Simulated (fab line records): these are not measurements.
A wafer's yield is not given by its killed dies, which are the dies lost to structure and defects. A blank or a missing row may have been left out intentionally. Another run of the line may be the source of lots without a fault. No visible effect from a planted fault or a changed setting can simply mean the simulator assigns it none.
fab line records	flow n5_finfet
record lots=11	wafers=33	last_day=18
route steps=1938 shown DUMMY_GATE@221 SD_EPI_N@271 PASSIVATION@1936
lots that met no fault: taken from a fault-free run of the same line
start_h: the number of hours between the record's first day and the start of the first shown wafer of the lot	wait_h: how many hours have passed since the lot's step before this one	" the same as in the row above	L1.1+2: several wafers, shown together as one row	- no value, or no start was given	* or withheld: withheld	< > ~ a bound
route shown NAME@n: NAME is a module with steps in the file, n the number in the route of the first one	usual: mean/standard deviation taken from wafers without a fault	same: alike in all rows	chamber/n: place in a boat	sites: readings site by site	_std_site: their standard deviation	_edge_site: outer sites' mean less inner sites'	radius_mm: how far each site lies from the wafer's centre	mask NAME#n: copy n	behind: tool/chamber where the wafer was last shaped	hold: why the lot went on hold/how many hours it stayed there/how the hold came to an end	device: whichever transistor did not switch (one of n, p or np)	end of line: tests of these same wafers at the route's end	where a step has no rows: the recipe by itself	killed: dies lost to structure and defects at the first sort, not the wafer's yield	map: the dies of a wafer, with x for killed, . for not killed, _ for no die there
set.NAME: the run value of the setting; set.NAME@STEP: its run value at that earlier step	model.NAME: the simulator's own value behind a step, which no gauge read
the route's steps for a sample of lots (tables are steps, rows are wafers)
services: from which hour (start_h, from the record's first day; less than 0 if before it) a tool's chamber was out of use, for how many hours, and why
## steps
# step N5_DUMMY_GATE_PECVD_30
# recipe material=SiO2	target_thk_a=550	temp_c=400	precursor=TEOS/O2	pressure_torr=6.5	rf_w=withheld	teos_flow_sccm=withheld	gas=O2	flow_sccm=2650	time_s=10.8
# usual susceptor_temp_C=400.03/0.24
lot.wafer	tool	chamber	start_h	wait_h	susceptor_temp_C
L882.2	pecvd-01	1	52.96	0.0	399.84
L882.5	"	0	"	"	399.95
L882.6	"	2	"	"	400.02
L886.1	pecvd-04	0	75.62	0.0	400.09
L886.4	"	1	"	"	399.69
L886.6	"	0	"	"	400.25
L887.1	pecvd-02	0	80.71	0.0	399.88
L887.2	"	1	"	"	399.67
L887.3	"	2	"	"	399.75
L888.2	pecvd-02	0	89.53	0.0	400.14
L888.4	"	2	"	"	399.87
L888.6	"	1	"	"	400.02
L889.2	pecvd-01	2	97.88	0.0	399.92
L889.3	"	0	"	"	400.04
L889.6	"	1	"	"	400.44
L894.1	pecvd-04	0	128.04	0.0	400.61
L894.2	"	1	"	"	400.11
L894.3	"	2	"	"	400.44
L897.2	pecvd-02	0	140.40	0.0	399.97
L897.3	"	2	"	"	400.35
L897.5	"	2	"	"	400.05
L898.3	pecvd-04	2	146.57	0.0	400.28
L898.4	"	0	"	"	399.73
L898.6	"	1	"	"	400.06
L901.1	pecvd-02	0	168.22	0.0	399.69
L901.2	"	2	"	"	400.55
L901.3	"	1	"	"	399.79
L902.3	pecvd-01	1	178.53	0.0	399.93
L902.5	"	0	"	"	400.03
L902.6	"	2	"	"	399.81
L903.2	pecvd-01	1	181.87	0.0	400.28
L903.3	"	2	"	"	399.94
L903.5	"	1	"	"	400.10
# step N5_DUMMY_GATE_ETCH_37
# recipe chemistry=N2/H2	target=SOC	target_depth_a=600	overetch_a=300	temp_c=40	ion_energy_ev=200	pressure_mtorr=30	source_w=840	bias_w=150	n2_flow_sccm=200	h2_flow_sccm=200
# usual drypump_motor_current_A=5.9/0.44	oes_product_au=0.60/0.037	rf_vpp_V=523.9/2.8	showerhead_plenum_p_Torr=2.55/0.099	throttle_valve_pct=17.95/0.27
lot.wafer	tool	chamber	start_h	wait_h	drypump_motor_current_A	oes_product_au	rf_hours_counter_h	rf_vpp_V	showerhead_plenum_p_Torr	throttle_valve_pct
L882.2	rie_diel-01	1	53.57	0.0	5.5	0.57	212	526.9	2.60	18.03
L882.5	"	3	"	"	5.4	0.63	-	525.7	2.60	18.40
L882.6	"	0	"	"	5.5	0.58	-	523.7	2.54	18.08
L886.1	rie_diel-06	2	76.26	0.0	5.6	0.57	212	524.1	2.49	18.18
L886.4	"	3	"	"	5.9	0.64	94	518.7	2.36	17.57
L886.6	"	3	"	"	5.9	0.63	-	517.1	2.36	17.55
L887.1	rie_diel-03	0	81.30	0.0	5.7	0.62	123	527.5	2.66	18.10
L887.2	"	2	"	"	6.2	0.56	170	527.2	2.64	17.88
L887.3	"	3	"	"	5.8	0.64	79	522.9	2.48	17.55
L888.2	rie_diel-03	3	90.12	0.0	5.8	0.64	82	522.8	2.48	17.57
L888.4	"	1	"	"	6.8	0.57	174	521.4	2.42	18.01
L888.6	"	3	"	"	5.8	0.63	-	522.3	2.48	17.56
L889.2	rie_diel-03	2	98.61	0.0	6.2	0.57	175	528.1	2.64	17.89
L889.3	"	3	"	"	5.9	0.64	84	521.4	2.48	17.56
L889.6	"	3	"	"	5.8	0.64	-	521.2	2.48	17.56
L894.1	rie_diel-06	0	128.81	0.0	6.6	0.59	169	520.1	2.44	17.54
L894.2	"	3	"	"	5.9	0.62	111	517.1	2.36	17.58
L894.3	"	2	"	"	5.6	0.56	229	524.2	2.48	18.20
L897.2	rie_diel-03	3	141.01	0.0	5.9	0.63	96	520.5	2.48	17.57
L897.3	"	0	"	"	5.8	0.61	141	527.2	2.65	18.15
L897.5	"	3	"	"	5.8	0.63	-	521.2	2.48	17.57
L898.3	rie_diel-01	3	147.17	0.0	5.4	0.61	128	523.8	2.59	18.43
L898.4	"	0	"	"	5.5	0.57	210	523.2	2.53	18.10
L898.6	"	3	"	"	5.4	0.62	-	524.2	2.59	18.45
L901.1	rie_diel-06	2	168.82	0.0	5.7	0.55	242	522.3	2.48	18.23
L901.2	"	0	"	"	6.5	0.58	181	521.0	2.44	17.56
L901.3	"	1	"	"	6.5	0.70	31	526.0	2.71	17.79
L902.3	rie_diel-06	3	179.25	0.0	5.9	0.60	125	517.0	2.35	17.60
L902.5	"	2	"	"	5.6	0.55	-	524.5	2.48	18.23
L902.6	"	1	"	"	6.5	0.69	-	527.8	2.71	17.79
L903.2	rie_diel-01	2	182.64	0.0	5.4	0.58	185	526.6	2.64	17.98
L903.3	"	0	"	"	5.5	0.56	222	522.2	2.52	18.11
L903.5	"	3	"	"	5.4	0.60	-	524.3	2.58	18.47
# step N5_DUMMY_GATE_STRIP_40
# recipe chemistry=CF4	resist=SiARC	power_w=300	bias_power_w=75	pressure_mtorr=50	cf4_flow_sccm=150	rf_frequency_hz=6e+07
# usual drypump_motor_current_A=5.9/0.46	oes_product_au=0.76/0.062	rf_vpp_V=271.2/1.8	showerhead_plenum_p_Torr=1.79/0.075	throttle_valve_pct=13.7/0.32
lot.wafer	tool	chamber	start_h	wait_h	drypump_motor_current_A	oes_product_au	rf_hours_counter_h	rf_vpp_V	showerhead_plenum_p_Torr	throttle_valve_pct
L882.2	rie_diel-01	3	53.75	0.1	5.4	0.79	99	271.2	1.84	13.9
L882.5	"	0	"	"	5.5	0.72	-	270.8	1.80	13.9
L882.6	"	3	"	"	5.4	0.79	-	272.1	1.84	13.9
L886.1	rie_diel-06	0	76.61	0.2	6.5	0.75	155	271.1	1.71	13.3
L886.4	"	3	"	"	5.9	0.79	95	270.4	1.67	13.2
L886.6	"	1	"	"	6.5	0.94	-	274.6	1.89	13.3
L887.1	rie_diel-03	3	81.48	0.1	5.8	0.80	80	270.2	1.73	13.1
L887.2	"	0	"	"	5.8	0.78	123	273.6	1.87	13.8
L887.3	"	2	"	"	6.2	0.71	170	272.0	1.89	13.9
L888.2	rie_diel-06	1	90.30	0.1	6.5	0.93	8	272.5	1.89	13.3
L888.4	"	2	"	"	5.6	0.70	217	269.6	1.76	14.0
L888.6	"	0	"	"	6.5	0.76	-	271.0	1.71	13.3
L889.2	rie_diel-01	0	98.79	0.1	5.5	0.71	197	272.0	1.80	13.9
L889.3	"	3	"	"	5.4	0.78	114	273.6	1.83	13.9
L889.6	"	3	"	"	5.4	0.78	-	270.8	1.83	13.9
L894.1	rie_diel-06	0	128.99	0.1	6.5	0.75	170	269.8	1.71	13.3
L894.2	"	3	"	"	5.8	0.77	111	268.3	1.66	13.3
L894.3	"	1	"	"	6.5	0.90	21	274.2	1.88	13.4
L897.2	rie_diel-06	1	141.26	0.1	6.5	0.88	24	271.2	1.88	13.3
L897.3	"	0	"	"	6.5	0.75	173	269.1	1.71	13.3
L897.5	"	0	"	"	6.6	0.75	-	268.6	1.71	13.3
L898.3	rie_diel-06	2	147.38	0.1	5.6	0.70	235	272.6	1.75	14.1
L898.4	"	1	"	"	6.5	0.88	26	274.0	1.88	13.3
L898.6	"	1	"	"	6.5	0.88	-	271.2	1.88	13.4
L901.1	rie_diel-06	0	169.01	0.1	6.5	0.74	181	270.9	1.71	13.3
L901.2	"	2	"	"	5.6	0.69	242	270.9	1.75	14.1
L901.3	"	3	"	"	5.8	0.76	122	268.1	1.66	13.3
L902.3	rie_diel-03	0	179.43	0.1	5.7	0.74	155	271.2	1.86	13.9
L902.5	"	1	"	"	6.8	0.70	-	270.5	1.72	13.9
L902.6	"	2	"	"	6.2	0.69	-	272.6	1.88	14.0
L903.2	rie_diel-06	1	182.82	0.1	6.5	0.87	34	272.8	1.88	13.4
L903.3	"	2	"	"	5.6	0.69	245	272.1	1.75	14.1
L903.5	"	1	"	"	6.5	0.87	-	274.2	1.88	13.4
# step N5_SD_EPI_N_OVL_MEAS_10
# recipe points_per_wafer=44
# usual SD_N_BLK_OVL=-0.5/0.71
lot.wafer	tool	chamber	start_h	wait_h	SD_N_BLK_OVL[nm]
L882.2	overlay-02	0	55.77	0.0	-0.8
L882.5	"	0	"	"	-2.1
L882.6	"	0	"	"	-1.8
L886.1	overlay-02	0	78.50	0.0	0.8
L886.4	"	0	"	"	-0.2
L886.6	"	0	"	"	-0.8
L887.1	overlay-02	0	83.24	0.0	-0.3
L887.2	"	0	"	"	-1.3
L887.3	"	0	"	"	-0.9
L888.2	overlay-02	0	95.25	0.0	-0.5
L888.4	"	0	"	"	-0.7
L888.6	"	0	"	"	-0.3
L889.2	overlay-01	0	101.24	0.0	-0.1
L889.3	"	0	"	"	-1.3
L889.6	"	0	"	"	-0.3
L894.1	overlay-02	0	130.91	0.0	-1.1
L894.2	"	0	"	"	-1.6
L894.3	"	0	"	"	-0.4
L897.2	overlay-01	0	143.29	0.0	-0.2
L897.3	"	0	"	"	-0.6
L897.5	"	0	"	"	0.4
L898.3	overlay-02	0	149.11	0.0	-1.6
L898.4	"	0	"	"	-1.2
L898.6	"	0	"	"	-1.4
L901.1	overlay-02	0	170.87	0.0	0.5
L901.2	"	0	"	"	-0.5
L901.3	"	0	"	"	0.5
L902.3	overlay-02	0	182.52	0.0	-0.2
L902.5	"	0	"	"	-1.1
L902.6	"	0	"	"	-0.5
L903.2	overlay-01	0	184.68	0.0	-0.3
L903.3	"	0	"	"	0.6
L903.5	"	0	"	"	-0.5
# step N5_SD_EPI_N_INSPECT_11
# recipe mode=adi	inspect_instrument=macro
# usual raw_defect_count=2.2/1.4
lot.wafer	tool	chamber	start_h	wait_h	raw_defect_count
L882.2	defect_inspect-01	-	55.79	0.0	1
L882.5	"	-	"	"	2
L882.6	"	-	"	"	3
L886.1	defect_inspect-02	-	78.53	0.0	2
L886.4	"	-	"	"	3
L886.6	"	-	"	"	3
L887.1	defect_inspect-02	-	83.27	0.0	3
L887.2	"	-	"	"	2
L887.3	"	-	"	"	1
L888.2	defect_inspect-01	-	95.28	0.0	0
L888.4	"	-	"	"	3
L888.6	"	-	"	"	2
L889.2	defect_inspect-02	-	101.27	0.0	4
L889.3	"	-	"	"	4
L889.6	"	-	"	"	6
L894.1	defect_inspect-02	-	130.94	0.0	1
L894.2	"	-	"	"	0
L894.3	"	-	"	"	2
L897.2	defect_inspect-02	-	143.32	0.0	25
L897.3	"	-	"	"	1
L897.5	"	-	"	"	1
L898.3	defect_inspect-02	-	149.14	0.0	1
L898.4	"	-	"	"	2
L898.6	"	-	"	"	3
L901.1	defect_inspect-02	-	170.90	0.0	25
L901.2	"	-	"	"	1
L901.3	"	-	"	"	1
L902.3	defect_inspect-02	-	182.54	0.0	1
L902.5	"	-	"	"	0
L902.6	"	-	"	"	2
L903.2	defect_inspect-02	-	184.71	0.0	2
L903.3	"	-	"	"	0
L903.5	"	-	"	"	3
# step N5_PASSIVATION_PROBE_49
# usual killed_at_M0_to_M3=34/11	killed_at_M4_up=13/5.2	killed_at_contacts=13/6.3	killed_at_front_end=40/14	killed_at_other=3.2/2.4	killed_dies=104/19	killed_open=69/14	killed_short=32/7.5
# same gross_dies=1180	killed_at_back_side=0
lot.wafer	tool	chamber	start_h	wait_h	killed_at_M0_to_M3	killed_at_M4_up	killed_at_contacts	killed_at_front_end	killed_at_other	killed_dies	killed_open	killed_short
L886.1	prober-02	-	292.63	0.0	38	7	9	49	8	111	74	36
L886.4	prober-02	-	292.78	0.2	30	9	6	56	2	103	75	28
L886.6	prober-02	-	292.88	0.3	29	20	2	47	1	99	69	23
L888.2	prober-02	-	303.68	0.1	32	6	14	25	3	80	54	26
L888.4	prober-02	-	303.78	0.2	26	7	17	24	4	78	54	21
L888.6	prober-02	-	303.88	0.3	23	13	26	44	6	112	76	35
L889.2	prober-02	-	315.64	0.1	25	9	16	54	1	105	74	30
L889.3	prober-02	-	315.69	0.1	37	14	6	32	5	94	66	28
L889.6	prober-02	-	315.84	0.3	41	5	7	31	7	91	66	23
L894.1	prober-02	-	349.72	0.0	26	15	14	25	3	83	58	23
L894.2	prober-02	-	349.77	0.1	40	25	18	31	5	119	79	37
L894.3	prober-02	-	349.82	0.1	28	12	26	30	13	109	82	26
L897.2	prober-01	-	385.02	0.1	38	16	15	70	1	140	80	38
L897.5	prober-01	-	385.17	0.2	51	20	9	48	2	130	79	47
L901.1	prober-02	-	400.46	0.0	24	7	23	64	1	119	60	35
# killed by level:class
L886.1 FIN_SAQP:geometric_particle:open=17 BEOL_M1:geometric_particle:open=9 BEOL_M3:geometric_particle:open=8 FIN_SAQP:geometric_particle:short=7 MOL_CONTACT_COAG:geometric_particle:open=6 STI_FIN_REVEAL:geometric_particle:open=5 BEOL_M0_SAQP:geometric_particle:short=5 BEOL_M0:geometric_particle:open=5
L886.4 FIN_SAQP:geometric_particle:open=13 FIN_SAQP:geometric_particle:short=10 STI_FIN_REVEAL:geometric_particle:open=9 BEOL_M1:geometric_particle:open=9 BEOL_M3:geometric_particle:open=7 BEOL_M0_SAQP:geometric_particle:open=7 MOL_CONTACT_COAG:geometric_particle:open=4 BEOL_M5:geometric_particle:open=4
L886.6 STI_FIN_REVEAL:geometric_particle:open=12 BEOL_M3:geometric_particle:open=10 FIN_SAQP:geometric_particle:open=9 FIN_SAQP:geometric_particle:short=7 STARTING-WAFER:geometric_particle:open=7 BEOL_M1:geometric_particle:open=6 BEOL_M2:geometric_particle:open=5 DUMMY_GATE:geometric_particle:open=3
L888.2 MOL_CONTACT_COAG:geometric_particle:open=12 STI_FIN_REVEAL:geometric_particle:open=9 BEOL_M0_SAQP:geometric_particle:open=9 BEOL_M0_SAQP:geometric_particle:short=8 BEOL_M3:geometric_particle:open=8 BEOL_M1:geometric_particle:open=3 STARTING-WAFER:geometric_particle:open=3 FIN_SAQP:geometric_particle:short=2
L888.4 MOL_CONTACT_COAG:geometric_particle:open=15 STI_FIN_REVEAL:geometric_particle:open=8 BEOL_M1:geometric_particle:open=6 BEOL_M2:geometric_particle:open=6 BEOL_M0_SAQP:geometric_particle:short=4 BEOL_M0_SAQP:geometric_particle:open=4 BEOL_M3:geometric_particle:open=4 ZERO_LAYER:coat_microbubble_printed=3
L888.6 STI_FIN_REVEAL:geometric_particle:open=19 MOL_CONTACT_COAG:geometric_particle:open=19 MOL_CONTACT_COAG:geometric_particle:short=7 STI_FIN_REVEAL:geometric_particle:short=6 BEOL_M0_SAQP:geometric_particle:short=5 SPACER0:geometric_particle:open=4 BEOL_M4:geometric_particle:open=4 BEOL_M3:geometric_particle:open=4
L889.2 MOL_CONTACT_COAG:geometric_particle:open=14 FIN_SAQP:geometric_particle:open=13 FIN_SAQP:geometric_particle:short=10 STI_FIN_REVEAL:geometric_particle:open=6 BEOL_M0:geometric_particle:open=6 ILD0:geometric_particle:short=5 GATE_CUT:geometric_particle:short=5 BEOL_M3:geometric_particle:open=5
L889.3 BEOL_M2:geometric_particle:open=12 BEOL_M4:geometric_particle:open=10 DUMMY_GATE:geometric_particle:open=5 GATE_CUT:geometric_particle:short=5 GATE_CUT:geometric_particle:open=5 MOL_CONTACT_COAG:geometric_particle:open=5 BEOL_M0_SAQP:geometric_particle:short=5 BEOL_M0:geometric_particle:open=5
L889.6 BEOL_M1:geometric_particle:open=14 FIN_SAQP:geometric_particle:open=10 BEOL_M0_SAQP:geometric_particle:open=7 BEOL_M2:geometric_particle:open=6 FIN_SAQP:geometric_particle:short=5 DUMMY_GATE:geometric_particle:open=4 MOL_CONTACT_COAG:geometric_particle:open=4 BEOL_M0:geometric_particle:open=4
L894.1 MOL_CONTACT_COAG:geometric_particle:open=11 BEOL_M4:geometric_particle:open=9 BEOL_M2:geometric_particle:open=8 BEOL_M3:geometric_particle:open=7 FIN_SAQP:geometric_particle:open=5 STARTING-WAFER:geometric_particle:short=4 STARTING-WAFER:geometric_particle:open=4 FIN_SAQP:geometric_particle:short=3
L894.2 BEOL_M4:geometric_particle:open=14 MOL_CONTACT_COAG:geometric_particle:open=13 BEOL_M2:geometric_particle:open=11 BEOL_M0:geometric_particle:open=6 GATE_CUT:geometric_particle:open=5 MOL_CONTACT_COAG:geometric_particle:short=5 BEOL_M0_SAQP:geometric_particle:open=5 BEOL_M1:geometric_particle:open=5
L894.3 MOL_CONTACT_COAG:geometric_particle:open=23 FIN_SAQP:geometric_particle:open=9 BEOL_M4:geometric_particle:open=8 BEOL_M1:geometric_particle:open=6 BEOL_M0_SAQP:geometric_particle:open=6 BEOL_M3:geometric_particle:open=6 PASS1_CAP:geometric_particle:short=6 FIN_SAQP:geometric_particle:short=4
L897.2 DUMMY_GATE:unspecified=21 BEOL_M0_SAQP:geometric_particle:open=15 FIN_SAQP:geometric_particle:open=14 MOL_CONTACT_COAG:geometric_particle:open=10 GATE_CUT:geometric_particle:short=9 BEOL_M0_SAQP:geometric_particle:short=9 BEOL_M4:geometric_particle:open=9 DUMMY_GATE:geometric_particle:open=8
L897.5 FIN_SAQP:geometric_particle:open=14 BEOL_M3:geometric_particle:open=12 BEOL_M0_SAQP:geometric_particle:open=11 FIN_SAQP:geometric_particle:short=10 BEOL_M4:geometric_particle:open=9 BEOL_M0_SAQP:geometric_particle:short=8 MOL_CONTACT_COAG:geometric_particle:short=6 DUMMY_GATE:geometric_particle:open=5
L901.1 DUMMY_GATE:unspecified=23 MOL_CONTACT_COAG:geometric_particle:open=15 FIN_SAQP:geometric_particle:short=14 MOL_CONTACT_COAG:geometric_particle:short=8 STI_FIN_REVEAL:geometric_particle:open=7 FIN_SAQP:geometric_particle:open=6 BEOL_M2:geometric_particle:open=6 BEOL_M3:geometric_particle:open=5
## services
tool	chamber	start_h	hours	kind
rie_diel-06	1	38.20	-	clean
rie_diel-06	1	38.20	-	consumable_replace:focus_ring
rie_diel-06	1	38.20	-	consumable_replace:showerhead
rie_diel-06	1	38.20	23.0	scheduled_down
rie_diel-06	1	38.20	23.0	vent_cycle
pecvd-04	1	40.86	5.5	scheduled_down
pecvd-02	-	47.54	1.7	repair
pecvd-04	-	51.99	1.1	repair
rie_diel-01	0	90.51	8.2	repair
rie_diel-06	0	92.45	4.8	repair
pecvd-01	0	102.08	2.1	scheduled_down
pecvd-04	0	105.24	3.2	repair
rie_diel-01	0	116.14	1.5	repair
pecvd-01	1	126.99	2.1	scheduled_down
rie_diel-01	2	127.11	6.6	repair
pecvd-01	-	127.62	5.5	pm
pecvd-02	1	139.84	2.1	scheduled_down
rie_diel-03	2	140.26	5.8	repair
rie_diel-06	1	154.34	5.2	repair
rie_diel-01	1	176.55	-	clean
rie_diel-01	1	176.55	-	consumable_replace:focus_ring
rie_diel-01	1	176.55	15.4	scheduled_down
rie_diel-01	1	176.55	15.4	vent_cycle
## key
first_sign step=N5_SD_EPI_N_INSPECT_11	reading=raw_defect_count	direction=up	sigmas=16	usual=2.2	struck=25
effect none on later readings
met_at N5_DUMMY_GATE_PECVD_30
struck_lots L897,L901
struck_wafers L897.2,L901.1
tester_left_out L897,L901
not_acting_at N5_DUMMY_GATE_ETCH_37,N5_DUMMY_GATE_STRIP_40,N5_SD_EPI_N_OVL_MEAS_10
onset_between 89.53 140.40
fault kind=chamber_particle_source	tool=pecvd-02	chamber=0	onset_h=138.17	steps=N5_DUMMY_GATE_PECVD_30	rate_per_visit_cm2=0.041086	end_h=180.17
# tester_left_out: of these lots the tester's yield and bins aren't shown, on N5 and GAA mostly nor the transistor test; their killed dies are dies lost to structure and defects alone, not to doping, threshold or leakage, so they don't give the yield
